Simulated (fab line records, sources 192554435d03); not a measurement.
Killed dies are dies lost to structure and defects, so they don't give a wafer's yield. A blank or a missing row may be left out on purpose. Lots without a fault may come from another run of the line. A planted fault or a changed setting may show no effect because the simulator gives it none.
Split-lot experiment | flow n5_finfet | 7 lots, 39 wafers read, on a route of 1938 steps

THE SPLIT
At N5_BEOL_M8_PECVD_70 (deposits SiO2 from TEOS/O2, target thk 20 nm, time 22.7 s), the setting time_s was moved away from the recipe's 22.7 s on 15 of the 39 wafers read, by -49.3% to +58.8%. The other wafers ran this setting at the recipe's value.

The reading is taken at the split's own step.

THE READING
SiO2_of_BEOL_M8_PECVD_70.thk_nm (the simulator's own value, which no gauge read), in nm, at N5_BEOL_M8_PECVD_70 (deposits SiO2 from TEOS/O2, target thk 20 nm, time 22.7 s). The file gives no usual value for it. The 24 wafers here that ran the recipe average 19.9 nm, standard deviation 0.31 nm.

wafer  | tool, chamber at the split | time_s as run, s | against the recipe | SiO2_of_BEOL_M8_PECVD_70.thk_nm, nm | against lot-mates on the recipe
L074.1 | pecvd-04, 1                | 12.21            | -46.2%             | 11                                  | -8.9
L074.4 | pecvd-04, 1                | 12.21            | -46.2%             | 11                                  | -8.9
L074.2 | pecvd-04, 0                | 12.21            | -46.2%             | 10.8                                | -9.1
L074.3 | pecvd-04, 2                | 22.7             | recipe             | 19.8                                | -
L074.5 | pecvd-04, 2,0              | 22.7             | recipe             | 20                                  | -
L074.6 | pecvd-04, 2,0              | 22.7             | recipe             | 20                                  | -
L075.1 | pecvd-02, 0                | 22.7             | recipe             | 19.8                                | -
L075.5 | pecvd-02, 0                | 22.7             | recipe             | 19.8                                | -
L075.2 | pecvd-02, 1                | 36.04            | +58.8%             | 31                                  | +11.1
L075.3 | pecvd-02, 1                | 36.04            | +58.8%             | 31.8                                | +11.9
L075.4 | pecvd-02, 0                | 36.04            | +58.8%             | 31.2                                | +11.3
L075.6 | pecvd-02, 1                | 22.7             | recipe             | 20                                  | -
L082.1 | pecvd-02, 2,0              | 14.81            | -34.8%             | 13.2                                | -7.0
L082.6 | pecvd-02, 2,0              | 14.81            | -34.8%             | 13.2                                | -7.0
L082.2 | pecvd-02, 0                | 22.7             | recipe             | 19.8                                | -
L082.3 | pecvd-02, 1                | 14.81            | -34.8%             | 13.4                                | -6.8
L082.4 | pecvd-02, 2                | 22.7             | recipe             | 20.2                                | -
L082.5 | pecvd-02, 1                | 22.7             | recipe             | 20.6                                | -
L086.2 | pecvd-04, 0                | 22.7             | recipe             | 20.4                                | -
L086.3 | pecvd-04, 1                | 22.7             | recipe             | 19.6                                | -
L086.5 | pecvd-04, 1                | 22.7             | recipe             | 20.2                                | -
L083.1 | pecvd-01, 2,0              | 35.59            | +56.8%             | 30.8                                | +10.7
L083.2 | pecvd-01, 2,0              | 35.59            | +56.8%             | 30.8                                | +10.7
L083.3 | pecvd-01, 1                | 35.59            | +56.8%             | 30.6                                | +10.5
L083.4 | pecvd-01, 1,2              | 22.7             | recipe             | 20                                  | -
L083.5 | pecvd-01, 1,2              | 22.7             | recipe             | 20                                  | -
L083.6 | pecvd-01, 0                | 22.7             | recipe             | 20.2                                | -
L094.1 | pecvd-01, 2,1,0            | 22.7             | recipe             | 19.4                                | -
L094.2 | pecvd-01, 2,1,0            | 22.7             | recipe             | 19.4                                | -
L094.3 | pecvd-01, 2,1,0            | 22.7             | recipe             | 19.4                                | -
L094.4 | pecvd-01, 1                | 22.7             | recipe             | 19.6                                | -
L094.5 | pecvd-01, 2,0              | 22.7             | recipe             | 20                                  | -
L094.6 | pecvd-01, 2,0              | 22.7             | recipe             | 20                                  | -
L097.1 | pecvd-04, 0                | 22.7             | recipe             | 19.8                                | -
L097.2 | pecvd-04, 2                | 11.51            | -49.3%             | 10.4                                | -9.7
L097.3 | pecvd-04, 1                | 11.51            | -49.3%             | 10.2                                | -9.9
L097.6 | pecvd-04, 1                | 11.51            | -49.3%             | 10.2                                | -9.9
L097.4 | pecvd-04, 2                | 22.7             | recipe             | 20.4                                | -
L097.5 | pecvd-04, 0                | 22.7             | recipe             | 20                                  | -
Where a row lists several chambers, the file gives one row for several wafers and doesn't say which wafer went through which chamber.

THE FIT
A straight line over all 39 wafers: SiO2_of_BEOL_M8_PECVD_70.thk_nm changes by +0.193 nm for each +1% of time_s; r = +1.00; the points scatter about the line by 0.28 nm.
The same after taking each lot's own level away (the mean of its wafers on the recipe; 39 wafers): +0.194 nm for each +1%; r = +1.00; scatter 0.25 nm.
On that fit, the largest move of time_s shifts the reading by 11 nm.
The lots' own levels span 19.63 to 20.20 nm, that is 1.8 times the standard deviation above.
So the lot-to-lot level changes the slope little: the two slopes agree.
Check: with one of the wafers moved furthest among these (+58.8%) left out of the fit, the line predicts +11.4 nm for it against its lot-mates. It came out at +11.1 nm against them.

OTHER SPLITS ON THESE WAFERS
These wafers also went through other splits before the reading. Each is held against what the fit with the lots' levels taken away leaves over:
other split on the same wafers        | wafers away from the commonest value | r with SiO2_of_BEOL_M8_PECVD_70.thk_nm (lot level and that fit taken away)
N5_BEOL_M1_ETCH_64 time_s             | 12                                   | +0.05
N5_BEOL_M1_VIA_ETCH_34 target_depth_a | 12                                   | -0.12
N5_BEOL_M4_PECVD_72 time_s            | 15                                   | +0.03

THE FILE'S OWN FIT
SiO2_of_BEOL_M8_PECVD_70.thk_nm changes by +0.194 nm for each +1% of time_s, r = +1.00.
